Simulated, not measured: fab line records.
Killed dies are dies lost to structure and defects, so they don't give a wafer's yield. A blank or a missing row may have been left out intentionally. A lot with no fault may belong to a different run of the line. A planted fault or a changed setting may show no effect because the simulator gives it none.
fab line records	flow n5Finfet
[record] lots = 24	wafers = 72	lastDay = 19
route steps=1938 shown BEOL_M9@1469 BEOL_M10@1485 BEOL_M11@1539
lots that met no fault: from a run of the same line without faults
startH: start of the lot's first displayed wafer, in hours after the record's first day	waitH: hours from the lot's prior step to this one	" as in the row above	L1.1+2: a single row standing in for several wafers	- value missing, or start not given	* or withheld: withheld	< > ~ a bound
route shown NAME@n: NAME is a module with steps in the file, n the number in the route of the first one	usual: average and standard deviation across the fault-free wafers	same: alike in all rows	chamber/n: place in a boat	sites: the reading at each site	_std_site: how widely they spread, as a standard deviation	_edge_site: mean of outer sites minus mean of inner sites	radiusMm: for every site, how far away it sits from the centre of the wafer	mask NAME#n: copy n	behind: the last tool/chamber to shape the wafer	hold: why the lot went on hold/how many hours it stayed there/how the hold came to an end	device: which transistor (n, p or np) failed to switch	end of line: the same wafers' tests at the end of the route	a step with no rows: only its recipe	killed: the dies lost at the first sort to structure and to defects; this is not the yield of the wafer	map: a wafer's dies, marking killed ones x, the rest . and places with no die _
set.NAME: the run value of the setting; set.NAME@STEP: its run value at that earlier step	model.NAME: the simulator's own value behind a step, which no gauge read
the route's steps for a sample of lots (tables are steps, rows are wafers)
services: a tool's chamber out of use, with start hour (startH, from the record's first day; less than 0 if before it), hours out, and reason
[[steps]]
[step N5_BEOL_M9_INSPECT_58]
[recipe] inspectInstrument = darkfield	mode = postDep
[usual] rawDefectCount = 80/27
lot.wafer	tool	chamber	startH	waitH	rawDefectCount
L074.2	defectInspect-02	-	228.20	0.0	52
L074.3	"	-	"	"	38
L074.5	"	-	"	"	60
L075.3	defectInspect-02	-	228.93	0.0	62
L075.4	"	-	"	"	70
L075.6	"	-	"	"	56
L078.2	defectInspect-02	-	278.40	0.0	78
L078.3	"	-	"	"	72
L078.6	"	-	"	"	68
L077.1	defectInspect-02	-	278.47	0.0	58
L077.2	"	-	"	"	97
L077.5	"	-	"	"	71
L076.1	defectInspect-01	-	288.71	0.0	101
L076.5	"	-	"	"	64
L076.6	"	-	"	"	78
L083.1	defectInspect-02	-	290.14	0.0	58
L083.2	"	-	"	"	46
L083.5	"	-	"	"	71
L080.1	defectInspect-02	-	299.78	0.0	52
L080.3	"	-	"	"	104
L080.4	"	-	"	"	65
L081.1	defectInspect-02	-	300.34	0.0	134
L081.2	"	-	"	"	84
L081.4	"	-	"	"	72
L079.1	defectInspect-01	-	308.78	0.0	117
L079.2	"	-	"	"	105
L079.3	"	-	"	"	92
L082.1	defectInspect-02	-	309.09	0.0	58
L082.2	"	-	"	"	50
L082.5	"	-	"	"	49
L084.2	defectInspect-01	-	320.60	0.0	83
L084.4	"	-	"	"	29
L084.6	"	-	"	"	39
L086.1	defectInspect-01	-	326.54	0.0	90
L086.2	"	-	"	"	60
L086.4	"	-	"	"	64
L085.3	defectInspect-01	-	328.03	0.0	117
L085.5	"	-	"	"	70
L085.6	"	-	"	"	113
L088.1	defectInspect-01	-	333.22	0.0	109
L088.2	"	-	"	"	128
L088.4	"	-	"	"	146
L087.4	defectInspect-02	-	336.32	0.0	104
L087.5	"	-	"	"	104
L087.6	"	-	"	"	102
L091.1	defectInspect-02	-	346.01	0.0	103
L091.3	"	-	"	"	109
L091.6	"	-	"	"	94
L089.1	defectInspect-01	-	358.12	0.0	56
L089.3	"	-	"	"	57
L089.5	"	-	"	"	47
L093.1	defectInspect-02	-	364.58	0.0	39
L093.3	"	-	"	"	56
L093.5	"	-	"	"	42
L090.1	defectInspect-01	-	367.68	0.0	107
L090.2	"	-	"	"	75
L090.4	"	-	"	"	111
L094.1	defectInspect-02	-	374.88	0.0	125
L094.2	"	-	"	"	96
L094.5	"	-	"	"	96
L092.3	defectInspect-02	-	376.97	0.0	74
L092.4	"	-	"	"	56
L092.5	"	-	"	"	72
L095.1	defectInspect-02	-	380.36	0.0	86
L095.5	"	-	"	"	96
L095.6	"	-	"	"	111
L096.3	defectInspect-01	-	393.04	0.0	87
L096.5	"	-	"	"	23
L096.6	"	-	"	"	69
L097.1	defectInspect-02	-	398.90	0.0	113
L097.3	"	-	"	"	72
L097.5	"	-	"	"	103
[step N5_BEOL_M10_INSPECT_13]
[recipe] mode = adi	inspectInstrument = brightfield
[usual] rawDefectCount = 461/95
lot.wafer	tool	chamber	startH	waitH	rawDefectCount
L074.2	defectInspect-02	-	231.62	0.0	460
L074.3	"	-	"	"	361
L074.5	"	-	"	"	407
L075.3	defectInspect-01	-	231.82	0.0	407
L075.4	"	-	"	"	386
L075.6	"	-	"	"	445
L078.2	defectInspect-01	-	280.46	0.0	424
L078.3	"	-	"	"	397
L078.6	"	-	"	"	386
L077.1	defectInspect-02	-	280.76	0.0	379
L077.2	"	-	"	"	417
L077.5	"	-	"	"	340
L076.1	defectInspect-01	-	293.84	0.0	616
L076.5	"	-	"	"	362
L076.6	"	-	"	"	507
L083.1	defectInspect-02	-	294.82	0.0	515
L083.2	"	-	"	"	495
L083.5	"	-	"	"	475
L080.1	defectInspect-01	-	301.23	0.0	406
L080.3	"	-	"	"	635
L080.4	"	-	"	"	406
L081.1	defectInspect-02	-	301.51	0.0	565
L081.2	"	-	"	"	429
L081.4	"	-	"	"	366
L079.1	defectInspect-02	-	311.68	0.0	464
L079.2	"	-	"	"	493
L079.3	"	-	"	"	501
L082.1	defectInspect-01	-	311.79	0.0	457
L082.2	"	-	"	"	669
L082.5	"	-	"	"	602
L084.2	defectInspect-02	-	322.72	0.0	393
L084.4	"	-	"	"	379
L084.6	"	-	"	"	340
L086.1	defectInspect-02	-	329.29	0.0	521
L086.2	"	-	"	"	375
L086.4	"	-	"	"	370
L085.3	defectInspect-01	-	330.48	0.0	614
L085.5	"	-	"	"	345
L085.6	"	-	"	"	544
L088.1	defectInspect-02	-	336.83	0.0	456
L088.2	"	-	"	"	487
L088.4	"	-	"	"	661
L087.4	defectInspect-02	-	339.83	0.0	493
L087.5	"	-	"	"	603
L087.6	"	-	"	"	451
L091.1	defectInspect-02	-	348.02	0.0	467
L091.3	"	-	"	"	364
L091.6	"	-	"	"	482
L089.1	defectInspect-01	-	361.91	0.0	513
L089.3	"	-	"	"	663
L089.5	"	-	"	"	367
L093.1	defectInspect-02	-	366.29	0.0	278
L093.3	"	-	"	"	314
L093.5	"	-	"	"	296
L090.1	defectInspect-01	-	370.15	0.0	650
L090.2	"	-	"	"	445
L090.4	"	-	"	"	650
L094.1	defectInspect-02	-	376.83	0.0	583
L094.2	"	-	"	"	317
L094.5	"	-	"	"	389
L092.3	defectInspect-02	-	378.92	0.0	395
L092.4	"	-	"	"	398
L092.5	"	-	"	"	513
L095.1	defectInspect-01	-	382.01	0.0	605
L095.5	"	-	"	"	490
L095.6	"	-	"	"	441
L096.3	defectInspect-02	-	396.80	0.0	560
L096.5	"	-	"	"	414
L096.6	"	-	"	"	459
L097.1	defectInspect-01	-	402.46	0.0	411
L097.3	"	-	"	"	355
L097.5	"	-	"	"	470
[step N5_BEOL_M10_ETCH_62]
[recipe] chemistry = N2/H2	target = SOC	targetDepthA = 1100	overetchA = 220	maskMaterial = SiARC	tempC = 40	timeS = 165	ionEnergyEv = 200	pressureMtorr = 30	sourceW = 840	biasW = 150	n2FlowSccm = 200	h2FlowSccm = 200
[usual] drypumpMotorCurrentA = 5.6/0.45	oesProductAu = 0.69/0.067	rfVppV = 524.6/2.4	showerheadPlenumPTorr = 2.56/0.081	throttleValvePct = 17.75/0.22
lot.wafer	tool	chamber	startH	waitH	drypumpMotorCurrentA	oesProductAu	rfHoursCounterH	rfVppV	showerheadPlenumPTorr	throttleValvePct
L074.2	rieDiel-02	1	231.73	0.0	5.5	0.82	6	523.5	2.52	17.91
L074.3	"	0	"	"	6.3	0.68	100	524.3	2.54	17.82
L074.5	"	3	"	"	5.7	0.76	-	522.3	2.46	17.30
L075.3	rieDiel-02	3	231.99	0.0	5.7	0.76	28	521.6	2.46	17.29
L075.4	"	2	"	"	5.3	0.63	143	525.0	2.63	17.58
L075.6	"	0	"	"	6.4	0.68	-	524.6	2.54	17.81
L078.2	rieDiel-04	0	280.66	0.0	5.8	0.58	244	525.9	2.63	18.00
L078.3	"	3	"	"	6.0	0.74	51	525.7	2.60	17.87
L078.6	"	0	"	"	5.8	0.58	-	527.1	2.63	18.00
L077.1	rieDiel-04	0	280.92	0.0	5.8	0.58	244	526.4	2.63	18.03
L077.2	"	3	"	"	6.0	0.74	51	524.1	2.60	17.88
L077.5	"	0	"	"	5.8	0.58	-	527.2	2.63	18.01
L076.1	rieDiel-04	2	293.95	0.0	6.2	0.74	37	528.9	2.69	17.61
L076.5	"	2	"	"	6.2	0.74	-	528.9	2.69	17.61
L076.6	"	1	"	"	5.7	0.61	-	523.0	2.53	18.07
L083.1	rieDiel-04	1	294.98	0.0	5.7	0.61	216	523.3	2.53	18.07
L083.2	"	3	"	"	6.0	0.72	55	523.8	2.60	17.87
L083.5	"	1	"	"	5.7	0.61	-	523.1	2.53	18.06
L080.1	rieDiel-02	2	301.35	0.0	5.2	0.62	165	526.2	2.62	17.62
L080.3	"	1	"	"	5.4	0.78	26	522.7	2.51	17.95
L080.4	"	3	"	"	5.7	0.72	50	522.2	2.45	17.35
L081.1	rieDiel-04	1	301.63	0.0	5.7	0.61	218	523.7	2.53	18.06
L081.2	"	0	"	"	5.8	0.58	250	526.4	2.63	18.02
L081.4	"	3	"	"	6.0	0.73	57	524.7	2.60	17.88
L079.1	rieDiel-02	3	311.82	0.0	5.7	0.73	54	521.4	2.45	17.35
L079.2	"	0	"	"	6.3	0.66	127	523.9	2.53	17.88
L079.3	"	1	"	"	5.4	0.77	30	520.9	2.51	17.96
L082.1	rieDiel-03	1	312.31	0.0	5.8	0.78	11	521.5	2.49	17.42
L082.2	"	3	"	"	4.9	0.72	54	527.7	2.69	17.65
L082.5	"	3	"	"	4.9	0.72	-	530.0	2.69	17.64
L084.2	rieDiel-02	2	322.84	0.0	5.3	0.62	172	528.0	2.62	17.65
L084.4	"	1	"	"	5.5	0.77	33	522.2	2.51	17.96
L084.6	"	2	"	"	5.2	0.61	-	524.9	2.62	17.64
L086.1	rieDiel-03	2	329.64	0.0	5.3	0.58	237	519.7	2.39	18.00
L086.2	"	0	"	"	5.0	0.66	94	524.1	2.54	17.62
L086.4	"	3	"	"	4.9	0.70	61	527.7	2.69	17.64
L085.3	rieDiel-02	2	330.85	0.0	5.3	0.61	176	527.4	2.62	17.65
L085.5	"	1	"	"	5.5	0.76	-	522.2	2.50	17.97
L085.6	"	0	"	"	6.3	0.65	-	523.5	2.52	17.87
L088.1	rieDiel-04	3	337.11	0.0	6.0	0.71	72	524.7	2.59	17.91
L088.2	"	0	"	"	5.8	0.81	4	525.9	2.63	17.59
L088.4	"	2	"	"	6.2	0.72	55	528.3	2.68	17.65
L087.4	rieDiel-02	0	340.25	0.1	6.3	0.65	-	523.5	2.52	17.86
L087.5	"	2	"	"	5.2	0.61	-	526.9	2.62	17.65
L087.6	"	1	"	"	5.5	0.76	-	522.6	2.50	17.97
L091.1	rieDiel-03	2	348.67	0.0	5.3	0.58	239	519.5	2.39	17.98
L091.3	"	3	"	"	4.9	0.71	64	527.8	2.68	17.67
L091.6	"	2	"	"	5.2	0.57	-	519.2	2.39	18.01
L089.1	rieDiel-02	2	362.08	0.0	5.2	0.60	192	525.2	2.61	17.67
L089.3	"	1	"	"	5.5	0.73	53	520.4	2.50	18.00
L089.5	"	0	"	"	6.4	0.65	-	523.5	2.52	17.91
L093.1	rieDiel-04	1	366.54	0.0	5.7	0.59	245	521.9	2.52	18.11
L093.3	"	3	"	"	6.0	0.70	83	524.4	2.59	17.93
L093.5	"	0	"	"	5.8	0.78	-	527.1	2.63	17.61
L090.1	rieDiel-04	1	370.39	0.0	5.7	0.60	247	523.8	2.52	18.11
L090.2	"	0	"	"	5.8	0.78	17	525.0	2.62	17.62
L090.4	"	2	"	"	6.2	0.71	67	528.1	2.68	17.66
L094.1	rieDiel-03	0	376.94	0.0	5.0	0.66	107	524.6	2.53	17.64
L094.2	"	3	"	"	4.9	0.69	74	529.3	2.68	17.67
L094.5	"	3	"	"	4.9	0.69	-	527.3	2.68	17.69
L092.3	rieDiel-03	0	379.04	0.0	5.0	0.66	108	525.0	2.53	17.61
L092.4	"	1	"	"	5.8	0.75	-	522.2	2.48	17.45
L092.5	"	0	"	"	5.0	0.66	-	524.3	2.53	17.63
L095.1	rieDiel-03	0	382.20	0.0	5.0	0.66	110	524.7	2.53	17.63
L095.5	"	0	"	"	5.0	0.66	-	524.7	2.53	17.62
L095.6	"	1	"	"	5.8	0.75	-	523.4	2.48	17.45
L096.3	rieDiel-02	3	397.00	0.0	5.7	0.69	75	522.6	2.44	17.39
L096.5	"	0	"	"	6.3	0.63	-	524.0	2.51	17.91
L096.6	"	1	"	"	5.4	0.72	-	521.9	2.49	18.02
L097.1	rieDiel-03	3	402.58	0.0	4.9	0.68	87	526.8	2.67	17.71
L097.3	"	1	"	"	5.8	0.73	41	520.9	2.48	17.49
L097.5	"	2	"	"	5.2	0.81	-	528.7	2.70	17.49
[step N5_BEOL_M10_ETCH_66]
[recipe] chemistry = N2/H2	target = SOC	targetDepthA = 1200	overetchA = 240	maskMaterial = SiARC	tempC = 40	timeS = 180	ionEnergyEv = 200	pressureMtorr = 30	sourceW = 840	biasW = 150	n2FlowSccm = 200	h2FlowSccm = 200
[usual] drypumpMotorCurrentA = 5.7/0.43	oesProductAu = 0.65/0.065	rfVppV = 524.4/2.2	showerheadPlenumPTorr = 2.55/0.079	throttleValvePct = 17.74/0.22
lot.wafer	tool	chamber	startH	waitH	drypumpMotorCurrentA	oesProductAu	rfHoursCounterH	rfVppV	showerheadPlenumPTorr	throttleValvePct
L075.3	rieDiel-04	0	234.51	0.0	5.8	0.55	230	526.9	2.64	17.97
L075.4	"	3	"	"	6.0	0.72	36	525.0	2.61	17.85
L075.6	"	1	"	"	5.7	0.60	-	522.5	2.54	18.04
L074.2	rieDiel-02	3	234.93	0.0	5.7	0.71	29	522.2	2.46	17.30
L074.3	"	0	"	"	6.3	0.64	101	524.2	2.54	17.79
L074.5	"	2	"	"	5.3	0.61	-	527.5	2.63	17.59
L078.2	rieDiel-03	2	284.37	0.0	5.2	0.56	220	519.1	2.40	17.96
L078.3	"	3	"	"	4.8	0.69	46	526.8	2.69	17.62
L078.6	"	0	"	"	5.0	0.65	-	524.1	2.55	17.55
L077.1	rieDiel-02	0	287.06	0.0	6.3	0.63	119	523.9	2.53	17.85
L077.2	"	3	"	"	5.7	0.70	46	521.9	2.45	17.33
L077.5	"	3	"	"	5.7	0.70	-	522.8	2.45	17.32
L076.1	rieDiel-03	0	297.38	0.0	5.0	0.64	82	525.1	2.54	17.60
L076.5	"	1	"	"	5.8	0.77	-	522.7	2.49	17.40
L076.6	"	2	"	"	5.2	0.57	-	520.9	2.39	17.97
L083.1	rieDiel-02	3	297.71	0.0	5.7	0.70	49	522.4	2.45	17.33
L083.2	"	2	"	"	5.2	0.60	163	528.3	2.62	17.63
L083.5	"	2	"	"	5.2	0.59	-	526.6	2.62	17.62
L080.1	rieDiel-04	1	303.00	0.0	5.7	0.58	219	523.3	2.53	18.06
L080.3	"	3	"	"	6.0	0.70	58	525.4	2.60	17.88
L080.4	"	1	"	"	5.7	0.58	-	524.2	2.53	18.08
L081.1	rieDiel-02	0	303.07	0.0	6.3	0.63	124	525.0	2.53	17.84
L081.2	"	3	"	"	5.7	0.69	52	522.8	2.45	17.35
L081.4	"	1	"	"	5.5	0.74	27	523.7	2.51	17.95
L079.1	rieDiel-02	0	313.26	0.0	6.3	0.62	128	524.0	2.53	17.85
L079.2	"	2	"	"	5.2	0.59	169	526.3	2.62	17.63
L079.3	"	1	"	"	5.5	0.73	30	523.2	2.51	17.95
L082.1	rieDiel-02	3	313.73	0.0	5.7	0.69	55	522.2	2.45	17.34
L082.2	"	2	"	"	5.3	0.59	170	525.7	2.62	17.62
L082.5	"	1	"	"	5.5	0.72	-	522.2	2.51	17.95
L084.2	rieDiel-04	3	324.90	0.0	6.0	0.68	67	525.3	2.59	17.89
L084.4	"	1	"	"	5.7	0.57	229	521.8	2.52	18.08
L084.6	"	1	"	"	5.7	0.57	-	521.9	2.52	18.09
L086.1	rieDiel-04	0	330.46	0.0	5.8	0.79	2	525.8	2.63	17.59
L086.2	"	2	"	"	6.2	0.69	53	527.4	2.69	17.63
L086.4	"	1	"	"	5.7	0.57	231	522.5	2.52	18.09
L085.3	rieDiel-02	1	335.67	0.0	5.5	0.72	38	522.4	2.50	17.99
L085.5	"	0	"	"	6.4	0.62	-	523.7	2.52	17.87
L085.6	"	1	"	"	5.5	0.73	-	522.4	2.50	17.98
L088.1	rieDiel-02	0	338.96	0.0	6.3	0.62	137	523.3	2.52	17.87
L088.2	"	1	"	"	5.5	0.71	40	521.8	2.50	17.98
L088.4	"	2	"	"	5.2	0.58	-	526.8	2.62	17.65
L087.4	rieDiel-02	2	344.87	0.1	5.2	0.58	-	525.5	2.62	17.65
L087.5	"	0	"	"	6.4	0.62	-	523.2	2.52	17.87
L087.6	"	1	"	"	5.5	0.72	-	524.0	2.50	17.98
L091.1	rieDiel-03	2	350.95	0.0	5.2	0.55	241	519.6	2.39	18.00
L091.3	"	1	"	"	5.8	0.74	21	523.2	2.49	17.44
L091.6	"	2	"	"	5.2	0.55	-	520.8	2.39	17.99
L089.1	rieDiel-02	0	365.22	0.0	6.3	0.61	152	525.3	2.52	17.89
L089.3	"	2	"	"	5.2	0.57	193	526.3	2.61	17.68
L089.5	"	0	"	"	6.3	0.61	-	523.2	2.52	17.91
L093.1	rieDiel-04	2	368.93	0.0	6.2	0.67	67	527.9	2.68	17.66
L093.3	"	0	"	"	5.9	0.74	17	524.8	2.62	17.60
L093.5	"	0	"	"	5.8	0.74	-	526.6	2.62	17.58
L090.1	rieDiel-04	1	373.73	0.0	5.7	0.56	248	523.7	2.52	18.12
L090.2	"	0	"	"	5.8	0.74	18	525.3	2.62	17.62
L090.4	"	3	"	"	6.0	0.66	85	524.8	2.59	17.92
L094.1	rieDiel-02	1	378.22	0.0	5.5	0.69	59	523.9	2.50	18.00
L094.2	"	3	"	"	5.7	0.67	68	521.3	2.44	17.37
L094.5	"	2	"	"	5.2	0.58	-	527.7	2.61	17.70
L092.3	rieDiel-02	2	380.35	0.0	5.2	0.56	199	527.5	2.61	17.69
L092.4	"	1	"	"	5.5	0.69	60	522.3	2.50	18.01
L092.5	"	1	"	"	5.5	0.70	-	523.0	2.50	18.02
L095.1	rieDiel-02	2	385.09	0.0	5.2	0.57	201	526.3	2.61	17.69
L095.5	"	3	"	"	5.7	0.67	-	522.7	2.44	17.36
L095.6	"	2	"	"	5.2	0.57	-	527.1	2.61	17.69
L096.3	rieDiel-02	1	401.89	0.0	5.5	0.68	68	520.7	2.49	18.03
L096.5	"	3	"	"	5.7	0.66	-	522.5	2.44	17.38
L096.6	"	2	"	"	5.2	0.57	-	526.0	2.61	17.69
L097.1	rieDiel-03	0	404.24	0.0	5.0	0.62	121	524.9	2.53	17.63
L097.3	"	3	"	"	4.9	0.65	88	528.4	2.67	17.70
L097.5	"	1	"	"	5.8	0.71	-	523.5	2.48	17.47
[step N5_BEOL_M10_PRE_CLEAN_45]
[recipe] gas = H2/He	timeS = 30	tempC = 250
[usual] heaterPowerW = 341/33
lot.wafer	tool	chamber	startH	waitH	heaterPowerW
L075.3	pvdSputter-02	-	235.72	0.0	311
L075.4	"	-	"	"	371
L075.6	"	-	"	"	314
L074.2	pvdSputter-02	-	235.90	0.0	320
L074.3	"	-	"	"	373
L074.5	"	-	"	"	311
L078.2	pvdSputter-03	-	285.60	0.0	309
L078.3	"	-	"	"	363
L078.6	"	-	"	"	336
L077.1	pvdSputter-03	-	288.71	0.0	341
L077.2	"	-	"	"	311
L077.5	"	-	"	"	349
L076.1	pvdSputter-03	-	298.35	0.0	340
L076.5	"	-	"	"	311
L076.6	"	-	"	"	340
L083.1	pvdSputter-03	-	299.48	0.0	347
L083.2	"	-	"	"	302
L083.5	"	-	"	"	309
L080.1	pvdSputter-03	-	304.23	0.0	340
L080.3	"	-	"	"	346
L080.4	"	-	"	"	358
L081.1	pvdSputter-01	-	304.38	0.0	336
L081.2	"	-	"	"	423
L081.4	"	-	"	"	345
L079.1	pvdSputter-03	-	314.34	0.0	349
L079.2	"	-	"	"	341
L079.3	"	-	"	"	298
L082.1	pvdSputter-03	-	316.54	0.0	365
L082.2	"	-	"	"	305
L082.5	"	-	"	"	304
L084.2	pvdSputter-02	-	325.92	0.0	371
L084.4	"	-	"	"	298
L084.6	"	-	"	"	317
L086.1	pvdSputter-02	-	331.56	0.0	319
L086.2	"	-	"	"	376
L086.4	"	-	"	"	298
L085.3	pvdSputter-01	-	337.07	0.0	430
L085.5	"	-	"	"	337
L085.6	"	-	"	"	431
L088.1	pvdSputter-03	-	340.14	0.0	305
L088.2	"	-	"	"	354
L088.4	"	-	"	"	351
L087.4	pvdSputter-02	-	347.03	0.0	294
L087.5	"	-	"	"	318
L087.6	"	-	"	"	320
L091.1	pvdSputter-01	-	352.83	0.0	346
L091.3	"	-	"	"	355
L091.6	"	-	"	"	356
L089.1	pvdSputter-01	-	366.38	0.0	342
L089.3	"	-	"	"	330
L089.5	"	-	"	"	360
L093.1	pvdSputter-02	-	370.10	0.0	319
L093.3	"	-	"	"	296
L093.5	"	-	"	"	319
L090.1	pvdSputter-02	-	375.18	0.0	389
L090.2	"	-	"	"	314
L090.4	"	-	"	"	320
L094.1	pvdSputter-01	-	379.26	0.0	442
L094.2	"	-	"	"	336
L094.5	"	-	"	"	333
L092.3	pvdSputter-02	-	381.32	0.0	367
L092.4	"	-	"	"	315
L092.5	"	-	"	"	327
L095.1	pvdSputter-02	-	386.36	0.0	300
L095.5	"	-	"	"	317
L095.6	"	-	"	"	383
L096.3	pvdSputter-01	-	403.14	0.0	440
L096.5	"	-	"	"	358
L096.6	"	-	"	"	349
L097.1	pvdSputter-03	-	405.55	0.0	298
L097.3	"	-	"	"	336
L097.5	"	-	"	"	355
[step N5_BEOL_M11_PECVD_70]
[recipe] material = SiO2	targetThkA = 200	tempC = 400	precursor = TEOS/O2	pressureTorr = 5.5	rfW = 450	teosFlowSccm = 53.8	gas = O2	flowSccm = 3000	timeS = 22.7
[usual] heaterPowerOuterW = 462/92	heaterPowerW = 764/130	showerheadPlenumPTorr = 8.82/0.034	throttleValvePct = 22.9/1
lot.wafer	tool	chamber	startH	waitH	heaterPowerOuterW	heaterPowerW	showerheadPlenumPTorr	throttleValvePct
L075.3	pecvd-02	2	239.89	0.0	430	769	8.78	21.4
L075.4	"	2	"	"	437	737	8.79	21.3
L075.6	"	0	"	"	542	789	8.85	22.3
L074.2	pecvd-01	1	240.11	0.0	577	972	8.78	24.1
L074.3	"	2	"	"	533	861	8.79	21.7
L074.5	"	2	"	"	535	879	8.79	22.1
L078.2	pecvd-02	1	289.53	0.0	390	657	8.81	23.9
L078.3	"	0	"	"	535	787	8.85	22.7
L078.6	"	2	"	"	456	788	8.81	21.5
L077.1	pecvd-02	2	291.11	0.0	390	705	8.81	21.5
L077.2	"	0	"	"	539	797	8.86	22.2
L077.5	"	1	"	"	382	636	8.78	23.8
L076.1	pecvd-03	0	300.65	0.0	399	673	8.90	22.4
L076.5	"	2	"	"	407	759	8.80	22.2
L076.6	"	1	"	"	311	552	8.81	22.5
L083.1	pecvd-03	2	301.70	0.0	412	754	8.82	22.0
L083.2	"	0	"	"	403	684	8.88	22.6
L083.5	"	0	"	"	408	671	8.91	22.6
L080.1	pecvd-01	0	307.14	0.0	428	705	8.87	23.9
L080.3	"	2	"	"	554	867	8.77	22.0
L080.4	"	2	"	"	553	901	8.80	22.1
L081.1	pecvd-01	1	308.08	0.0	551	918	8.79	24.4
L081.2	"	0	"	"	431	731	8.86	23.8
L081.4	"	0	"	"	433	715	8.86	24.1
L079.1	pecvd-01	0	317.58	0.0	434	713	8.83	24.0
L079.2	"	1	"	"	669	1051	8.77	24.6
L079.3	"	2	"	"	588	908	8.79	21.9
L082.1	pecvd-01	1	319.82	0.0	578	943	8.80	24.7
L082.2	"	0	"	"	415	721	8.85	23.7
L082.5	"	2	"	"	533	862	8.79	22.1
L084.2	pecvd-03	1	328.82	0.0	311	539	8.83	22.7
L084.4	"	2	"	"	394	746	8.78	21.9
L084.6	"	0	"	"	342	588	8.87	22.2
L086.1	pecvd-02	2	334.02	0.0	414	735	8.80	21.8
L086.2	"	0	"	"	469	711	8.87	22.7
L086.4	"	1	"	"	325	559	8.80	23.7
L085.3	pecvd-01	2	339.91	0.0	554	879	8.78	21.7
L085.5	"	0	"	"	402	694	8.88	23.7
L085.6	"	1	"	"	595	970	8.79	24.5
L088.1	pecvd-03	2	342.62	0.0	352	657	8.80	22.2
L088.2	"	1	"	"	375	623	8.80	22.4
L088.4	"	1	"	"	367	628	8.82	22.4
L087.4	pecvd-01	0	349.33	0.1	464	770	8.86	23.9
L087.5	"	2	"	"	517	860	8.78	21.9
L087.6	"	1	"	"	648	1020	8.78	24.5
L091.1	pecvd-02	0	356.52	0.0	524	796	8.87	22.8
L091.3	"	2	"	"	456	766	8.81	21.6
L091.6	"	2	"	"	450	782	8.78	21.7
L089.1	pecvd-02	1	370.07	0.0	389	656	8.79	23.9
L089.3	"	2	"	"	385	707	8.82	21.6
L089.5	"	2	"	"	402	682	8.79	21.9
L093.1	pecvd-02	0	372.64	0.0	485	750	8.86	22.8
L093.3	"	1	"	"	377	632	8.82	23.9
L093.5	"	0	"	"	483	750	8.88	22.8
L090.1	pecvd-02	2	377.81	0.0	388	722	8.81	21.8
L090.2	"	0	"	"	543	828	8.85	22.7
L090.4	"	0	"	"	551	839	8.84	22.5
L094.1	pecvd-02	0	381.86	0.0	531	795	8.86	22.4
L094.2	"	1	"	"	385	668	8.80	24.0
L094.5	"	0	"	"	533	784	8.85	22.8
L092.3	pecvd-01	2	383.59	0.0	609	948	8.78	21.9
L092.4	"	0	"	"	376	652	8.83	23.8
L092.5	"	1	"	"	622	1020	8.77	24.8
L095.1	pecvd-02	2	389.90	0.0	473	778	8.82	21.9
L095.5	"	2	"	"	451	804	8.81	22.0
L095.6	"	0	"	"	566	831	8.86	23.0
L096.3	pecvd-01	0	406.01	0.0	448	763	8.85	24.2
L096.5	"	2	"	"	582	916	8.78	21.8
L096.6	"	0	"	"	452	753	8.85	24.0
L097.1	pecvd-03	2	407.90	0.0	395	717	8.79	22.5
L097.3	"	1	"	"	394	646	8.82	22.6
L097.5	"	2	"	"	405	723	8.81	22.3
[[services]]
tool	chamber	startH	hours	kind
pecvd-02	-	243.26	0.3	repair
rieDiel-04	2	244.17	16.4	repair
pecvd-03	-	246.62	0.8	repair
rieDiel-03	1	263.46	-	clean
rieDiel-03	1	263.46	-	consumableReplace:focusRing
rieDiel-02	1	286.15	11.8	repair
rieDiel-04	0	302.78	-	clean
rieDiel-04	0	302.78	-	consumableReplace:focusRing
rieDiel-04	0	302.78	21.6	scheduledDown
rieDiel-04	0	302.78	21.6	ventCycle
rieDiel-02	3	333.88	28.2	repair
pecvd-01	1	355.77	5.0	repair
rieDiel-03	1	359.08	5.1	repair
rieDiel-03	2	376.64	-	clean
rieDiel-03	2	376.64	-	consumableReplace:focusRing
rieDiel-03	2	376.64	-	consumableReplace:showerhead
rieDiel-03	2	376.64	19.1	scheduledDown
rieDiel-03	2	376.64	19.1	ventCycle
rieDiel-04	1	382.68	-	clean
rieDiel-04	1	382.68	-	consumableReplace:focusRing
rieDiel-04	1	382.68	23.1	scheduledDown
rieDiel-04	1	382.68	23.1	ventCycle
rieDiel-04	2	395.37	6.0	repair
rieDiel-02	-	402.40	1.1	repair
[[key]]
fault none
